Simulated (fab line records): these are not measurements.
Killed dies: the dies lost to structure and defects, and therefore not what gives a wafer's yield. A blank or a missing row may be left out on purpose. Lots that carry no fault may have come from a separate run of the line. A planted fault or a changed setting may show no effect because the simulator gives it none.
Split-lot study ; flow n5_finfet ; 21 wafers read across 7 lots, on a route 1938 steps long

== THE SPLIT ITSELF ==
At N5_BEOL_M4_PECVD_72 (deposits SiO2 from TEOS/O2, target thk 16 nm, time 18 s), the setting temp_c was moved away from the recipe's 400 C on 8 of the 21 wafers read, by -3.2% to +2.9%. All remaining wafers had this setting at the recipe value.

The split's own step is where the reading is taken.

== THE READING ==
SiO2_of_BEOL_M4_PECVD_72.thk_nm (the simulator's own value, which no gauge read), in nm, at N5_BEOL_M4_PECVD_72 (deposits SiO2 from TEOS/O2, target thk 16 nm, time 18 s). There is no usual value for it anywhere in the file. The 13 wafers here that ran the recipe average 16.0 nm, standard deviation 0.32 nm.

wafer;tool, chamber at the split;temp_c as run, C;against the recipe;SiO2_of_BEOL_M4_PECVD_72.thk_nm, nm;against lot-mates on the recipe
L077.2;pecvd-01, 1;400;recipe;15.4;-
L077.4;pecvd-01, 1;393.9;-1.5%;16.4;+0.9
L077.6;pecvd-01, 2;400;recipe;15.6;-
L075.1;pecvd-01, 0;400;recipe;15.6;-
L075.3;pecvd-01, 1;387.1;-3.2%;17;+1.3
L075.4;pecvd-01, 0;400;recipe;15.8;-
L084.1;pecvd-02, 1,2;400;recipe;16.2;-
L084.2;pecvd-02, 1,2;400;recipe;16.2;-
L084.3;pecvd-02, 0;400;recipe;16;-
L089.1;pecvd-03, 1;393.7;-1.6%;16.8;+0.4
L089.5;pecvd-03, 1;400;recipe;16.4;-
L089.6;pecvd-03, 0;393.7;-1.6%;17;+0.6
L088.2;pecvd-02, 2;400;recipe;15.8;-
L088.3;pecvd-02, 2;400;recipe;16.4;-
L088.6;pecvd-02, 2;400;recipe;16.4;-
L092.1;pecvd-03, 0;409.8;+2.4%;15;-1.2
L092.2;pecvd-03, 2;409.8;+2.4%;14.8;-1.4
L092.3;pecvd-03, 1;400;recipe;16.2;-
L091.1;pecvd-02, 2;400;recipe;16;-
L091.2;pecvd-02, 1,0;411.7;+2.9%;14.8;-1.2
L091.3;pecvd-02, 1,0;411.7;+2.9%;14.8;-1.2
The file does not say which wafer passed through which chamber wherever a row lists several chambers: such a row stands for several wafers.

THE FIT
A straight line over all 21 wafers: SiO2_of_BEOL_M4_PECVD_72.thk_nm changes by -0.407 nm for each +1% of temp_c; r = -0.90; the points scatter about the line by 0.3 nm.
The same after taking each lot's own level away (the mean of its wafers on the recipe; 21 wafers): -0.437 nm for each +1%; r = -0.97; scatter 0.18 nm.
On that fit, the largest move of temp_c shifts the reading by 1.4 nm.
From 15.50 to 16.40 nm: that is the span of the lots' own levels, equal to 2.8 times the standard deviation above.
Consequently the slope shifts little with the lot-to-lot level, the two slopes agreeing.
Check: +1.42 nm against its lot-mates is what the line predicts for one of the wafers moved furthest among these (-3.2%) when that wafer is left out of the fit. It came out at +1.3 nm against them.

== FURTHER SPLITS ON THESE WAFERS ==
Before the reading, these wafers also passed through other splits. Each is held against what the fit with the lots' levels taken away leaves over:
other split on the same wafers;wafers away from the commonest value;r with SiO2_of_BEOL_M4_PECVD_72.thk_nm (lot level and that fit taken away)
N5_BEOL_M0_SAQP_COAT_81 spin_rpm;9;-0.29
N5_BEOL_M0_SAQP_COAT_82 time_s;7;+0.28
N5_BEOL_M0_TRENCH_ETCH_107 target_depth_a;9;+0.25
N5_BEOL_M1_HM_DEP_02 target_thk_a;7;+0.19
N5_BEOL_M1_COAT_73 spin_rpm;2;-0.17
N5_BEOL_M2_PECVD_72 time_s;10;-0.47
N5_BEOL_M2_ETCH_69 bias_w;9;-0.22
N5_BEOL_M2_ALD_98 temp_c;5;-0.14

== THE FILE'S OWN FIT ==
SiO2_of_BEOL_M4_PECVD_72.thk_nm changes by -0.438 nm for each +1% of temp_c, r = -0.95.
